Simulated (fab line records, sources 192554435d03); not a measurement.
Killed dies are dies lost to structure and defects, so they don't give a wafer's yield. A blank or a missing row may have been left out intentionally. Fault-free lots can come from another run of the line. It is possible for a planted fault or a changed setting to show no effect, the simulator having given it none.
Which tool did it?	flow n5Finfet	24 lots with 72 wafers sampled at 6 steps, on a route of 1938 steps

## WHAT THE GAUGES READ, wafer by wafer
Not one reading of a measure or inspect step in the record can be checked against a usual standard deviation.

## WHAT TOOL EACH LOT RAN ON (gives the tool, then ch and the chambers of the sampled wafers, and finally the start)
lot	N5_BEOL_M1_ANNEAL_80	N5_BEOL_M1_SPUTTER_81	N5_BEOL_M1_ANNEAL_82	N5_BEOL_M1_ANNEAL_91	N5_BEOL_M1_SPUTTER_92	N5_BEOL_M1_ANNEAL_93
L074	pvdSputter-02, day 6 07:01	pvdSputter-02, day 6 07:09	pvdSputter-02, day 6 07:14	pvdSputter-02, day 6 07:53	pvdSputter-02, day 6 08:02	pvdSputter-02, day 6 08:07
L076	pvdSputter-03, day 6 12:59	pvdSputter-03, day 6 13:07	pvdSputter-03, day 6 13:12	pvdSputter-03, day 6 13:52	pvdSputter-03, day 6 14:00	pvdSputter-03, day 6 14:05
L075	pvdSputter-02, day 6 21:26	pvdSputter-02, day 6 21:35	pvdSputter-02, day 6 21:40	pvdSputter-02, day 6 22:19	pvdSputter-02, day 6 22:28	pvdSputter-02, day 6 22:32
L077	pvdSputter-02, day 7 03:34	pvdSputter-02, day 7 03:43	pvdSputter-02, day 7 03:47	pvdSputter-02, day 7 04:27	pvdSputter-02, day 7 04:35	pvdSputter-02, day 7 04:40
L078	pvdSputter-02, day 7 21:23	pvdSputter-02, day 7 21:32	pvdSputter-02, day 7 21:37	pvdSputter-02, day 7 22:16	pvdSputter-02, day 7 22:25	pvdSputter-02, day 7 22:29
L079	pvdSputter-03, day 7 21:41	pvdSputter-03, day 7 21:49	pvdSputter-03, day 7 21:54	pvdSputter-03, day 7 22:34	pvdSputter-03, day 7 22:42	pvdSputter-03, day 7 22:47
L080	pvdSputter-01, day 7 22:10	pvdSputter-01, day 7 22:26	pvdSputter-01, day 7 22:36	pvdSputter-01, day 7 23:55	pvdSputter-01, day 8 00:12	pvdSputter-01, day 8 00:22
L083	pvdSputter-01, day 8 14:34	pvdSputter-01, day 8 14:51	pvdSputter-01, day 8 15:01	pvdSputter-01, day 8 16:20	pvdSputter-01, day 8 16:37	pvdSputter-01, day 8 16:46
L081	pvdSputter-01, day 8 21:17	pvdSputter-01, day 8 21:34	pvdSputter-01, day 8 21:44	pvdSputter-01, day 8 23:03	pvdSputter-01, day 8 23:20	pvdSputter-01, day 8 23:29
L082	pvdSputter-03, day 8 22:35	pvdSputter-03, day 8 22:43	pvdSputter-03, day 8 22:48	pvdSputter-03, day 8 23:28	pvdSputter-03, day 8 23:36	pvdSputter-03, day 8 23:41
L084	pvdSputter-02, day 9 00:57	pvdSputter-02, day 9 01:05	pvdSputter-02, day 9 01:10	pvdSputter-02, day 9 01:50	pvdSputter-02, day 9 01:58	pvdSputter-02, day 9 02:03
L085	pvdSputter-03, day 9 01:06	pvdSputter-03, day 9 01:14	pvdSputter-03, day 9 01:19	pvdSputter-03, day 9 01:59	pvdSputter-03, day 9 02:07	pvdSputter-03, day 9 02:12
L086	pvdSputter-03, day 9 17:44	pvdSputter-03, day 9 17:52	pvdSputter-03, day 9 17:57	pvdSputter-03, day 9 18:37	pvdSputter-03, day 9 18:45	pvdSputter-03, day 9 18:50
L087	pvdSputter-01, day 9 23:08	pvdSputter-01, day 9 23:25	pvdSputter-01, day 9 23:34	pvdSputter-01, day 10 00:53	pvdSputter-01, day 10 01:10	pvdSputter-01, day 10 01:20
L089	pvdSputter-02, day 10 00:33	pvdSputter-02, day 10 00:41	pvdSputter-02, day 10 00:46	pvdSputter-02, day 10 01:26	pvdSputter-02, day 10 01:34	pvdSputter-02, day 10 01:39
L088	pvdSputter-02, day 10 04:02	pvdSputter-02, day 10 04:10	pvdSputter-02, day 10 04:15	pvdSputter-02, day 10 04:55	pvdSputter-02, day 10 05:03	pvdSputter-02, day 10 05:08
L090	pvdSputter-01, day 10 14:37	pvdSputter-01, day 10 14:53	pvdSputter-01, day 10 15:03	pvdSputter-01, day 10 16:22	pvdSputter-01, day 10 16:39	pvdSputter-01, day 10 16:49
L091	pvdSputter-03, day 10 19:25	pvdSputter-03, day 10 19:33	pvdSputter-03, day 10 19:38	pvdSputter-03, day 10 20:17	pvdSputter-03, day 10 20:26	pvdSputter-03, day 10 20:31
L092	pvdSputter-01, day 10 20:17	pvdSputter-01, day 10 20:34	pvdSputter-01, day 10 20:44	pvdSputter-01, day 10 22:03	pvdSputter-01, day 10 22:20	pvdSputter-01, day 10 22:29
L093	pvdSputter-01, day 11 04:39	pvdSputter-01, day 11 04:56	pvdSputter-01, day 11 05:05	pvdSputter-01, day 11 06:25	pvdSputter-01, day 11 06:41	pvdSputter-01, day 11 06:51
L094	pvdSputter-02, day 11 14:26	pvdSputter-02, day 11 14:35	pvdSputter-02, day 11 14:40	pvdSputter-02, day 11 15:19	pvdSputter-02, day 11 15:28	pvdSputter-02, day 11 15:32
L095	pvdSputter-03, day 11 18:31	pvdSputter-03, day 11 18:40	pvdSputter-03, day 11 18:44	pvdSputter-03, day 11 19:24	pvdSputter-03, day 11 19:32	pvdSputter-03, day 11 19:37
L097	pvdSputter-03, day 12 01:30	pvdSputter-03, day 12 01:38	pvdSputter-03, day 12 01:43	pvdSputter-03, day 12 02:23	pvdSputter-03, day 12 02:31	pvdSputter-03, day 12 02:36
L096	pvdSputter-02, day 12 04:20	pvdSputter-02, day 12 04:29	pvdSputter-02, day 12 04:34	pvdSputter-02, day 12 05:13	pvdSputter-02, day 12 05:22	pvdSputter-02, day 12 05:26
- N5_BEOL_M1_ANNEAL_80: time 240 s.
- N5_BEOL_M1_SPUTTER_81: material Cu, target thk 4.5 nm, time 8.29 s.
- N5_BEOL_M1_ANNEAL_82: time 240 s.
- N5_BEOL_M1_ANNEAL_91: time 240 s.
- N5_BEOL_M1_SPUTTER_92: material Cu, target thk 4.5 nm, time 8.29 s.
- N5_BEOL_M1_ANNEAL_93: time 240 s.

## AS READ BY THE TOOLS THEMSELVES (means over the sampled wafers that have a number; for cases with no such wafer, the mark the record gives instead)
N5_BEOL_M1_ANNEAL_80.
lot	tool	heaterPowerW (W)
L074	pvdSputter-02	856
L076	pvdSputter-03	843
L075	pvdSputter-02	866
L077	pvdSputter-02	773
L078	pvdSputter-02	869
L079	pvdSputter-03	902
L080	pvdSputter-01	777
L083	pvdSputter-01	833
L081	pvdSputter-01	831
L082	pvdSputter-03	857
L084	pvdSputter-02	766
L085	pvdSputter-03	828
L086	pvdSputter-03	865
L087	pvdSputter-01	831
L089	pvdSputter-02	774
L088	pvdSputter-02	847
L090	pvdSputter-01	775
L091	pvdSputter-03	876
L092	pvdSputter-01	759
L093	pvdSputter-01	769
L094	pvdSputter-02	847
L095	pvdSputter-03	831
L097	pvdSputter-03	813
L096	pvdSputter-02	862

N5_BEOL_M1_SPUTTER_81.
lot	tool	throttleValvePct (%)
L074	pvdSputter-02	31.0
L076	pvdSputter-03	29.5
L075	pvdSputter-02	31.6
L077	pvdSputter-02	30.3
L078	pvdSputter-02	31.4
L079	pvdSputter-03	29.1
L080	pvdSputter-01	30.5
L083	pvdSputter-01	30.2
L081	pvdSputter-01	29.8
L082	pvdSputter-03	29.6
L084	pvdSputter-02	30.4
L085	pvdSputter-03	30.4
L086	pvdSputter-03	30.2
L087	pvdSputter-01	29.0
L089	pvdSputter-02	30.6
L088	pvdSputter-02	30.5
L090	pvdSputter-01	29.7
L091	pvdSputter-03	29.7
L092	pvdSputter-01	30.8
L093	pvdSputter-01	30.8
L094	pvdSputter-02	31.0
L095	pvdSputter-03	31.4
L097	pvdSputter-03	30.7
L096	pvdSputter-02	31.2

N5_BEOL_M1_ANNEAL_82.
lot	tool	heaterPowerW (W)
L074	pvdSputter-02	854
L076	pvdSputter-03	853
L075	pvdSputter-02	866
L077	pvdSputter-02	775
L078	pvdSputter-02	864
L079	pvdSputter-03	882
L080	pvdSputter-01	772
L083	pvdSputter-01	840
L081	pvdSputter-01	837
L082	pvdSputter-03	852
L084	pvdSputter-02	779
L085	pvdSputter-03	842
L086	pvdSputter-03	855
L087	pvdSputter-01	835
L089	pvdSputter-02	757
L088	pvdSputter-02	833
L090	pvdSputter-01	782
L091	pvdSputter-03	869
L092	pvdSputter-01	766
L093	pvdSputter-01	770
L094	pvdSputter-02	874
L095	pvdSputter-03	819
L097	pvdSputter-03	821
L096	pvdSputter-02	853

N5_BEOL_M1_ANNEAL_91.
lot	tool	heaterPowerW (W)
L074	pvdSputter-02	868
L076	pvdSputter-03	844
L075	pvdSputter-02	866
L077	pvdSputter-02	769
L078	pvdSputter-02	852
L079	pvdSputter-03	890
L080	pvdSputter-01	772
L083	pvdSputter-01	830
L081	pvdSputter-01	845
L082	pvdSputter-03	853
L084	pvdSputter-02	764
L085	pvdSputter-03	841
L086	pvdSputter-03	850
L087	pvdSputter-01	832
L089	pvdSputter-02	776
L088	pvdSputter-02	840
L090	pvdSputter-01	773
L091	pvdSputter-03	858
L092	pvdSputter-01	770
L093	pvdSputter-01	771
L094	pvdSputter-02	870
L095	pvdSputter-03	818
L097	pvdSputter-03	819
L096	pvdSputter-02	855

N5_BEOL_M1_SPUTTER_92.
lot	tool	throttleValvePct (%)
L074	pvdSputter-02	31.1
L076	pvdSputter-03	29.3
L075	pvdSputter-02	31.5
L077	pvdSputter-02	30.5
L078	pvdSputter-02	31.4
L079	pvdSputter-03	29.2
L080	pvdSputter-01	30.8
L083	pvdSputter-01	30.1
L081	pvdSputter-01	30.0
L082	pvdSputter-03	29.4
L084	pvdSputter-02	30.0
L085	pvdSputter-03	30.4
L086	pvdSputter-03	30.1
L087	pvdSputter-01	29.2
L089	pvdSputter-02	30.8
L088	pvdSputter-02	30.5
L090	pvdSputter-01	29.8
L091	pvdSputter-03	29.5
L092	pvdSputter-01	30.7
L093	pvdSputter-01	30.7
L094	pvdSputter-02	31.1
L095	pvdSputter-03	31.2
L097	pvdSputter-03	30.6
L096	pvdSputter-02	31.3

N5_BEOL_M1_ANNEAL_93.
lot	tool	heaterPowerW (W)
L074	pvdSputter-02	855
L076	pvdSputter-03	840
L075	pvdSputter-02	869
L077	pvdSputter-02	763
L078	pvdSputter-02	871
L079	pvdSputter-03	880
L080	pvdSputter-01	769
L083	pvdSputter-01	831
L081	pvdSputter-01	843
L082	pvdSputter-03	850
L084	pvdSputter-02	760
L085	pvdSputter-03	836
L086	pvdSputter-03	862
L087	pvdSputter-01	826
L089	pvdSputter-02	775
L088	pvdSputter-02	848
L090	pvdSputter-01	771
L091	pvdSputter-03	859
L092	pvdSputter-01	763
L093	pvdSputter-01	777
L094	pvdSputter-02	844
L095	pvdSputter-03	826
L097	pvdSputter-03	816
L096	pvdSputter-02	867

## THE ANSWER, worked out from the rows above alone
Rule: usual is defined by the lots themselves. The widest of any qualifying gaps counts: lots, ordered by their means at a reading, are off when they make up no more than a third of the lots, leave a main group of 4 or more, and stand apart from it by 3 or more times the standard deviation of that group's means. A main group whose means are all the same, to the digits that the tables above print for the reading, isn't used. A lot without any number at a reading at which 4 lots or more have one is off too. Any other lot the step has rows for is counted as sound. First the gauges in route order, then the tools' own readings, where a lot's mean is used as printed above. At the first step where some lot is off, the reading lying furthest off is the one used; lots without a number count as furthest.
No lot is off at any reading shown: from this, nothing can be told.

## WHAT THE SIMULATOR HAD PUT IN
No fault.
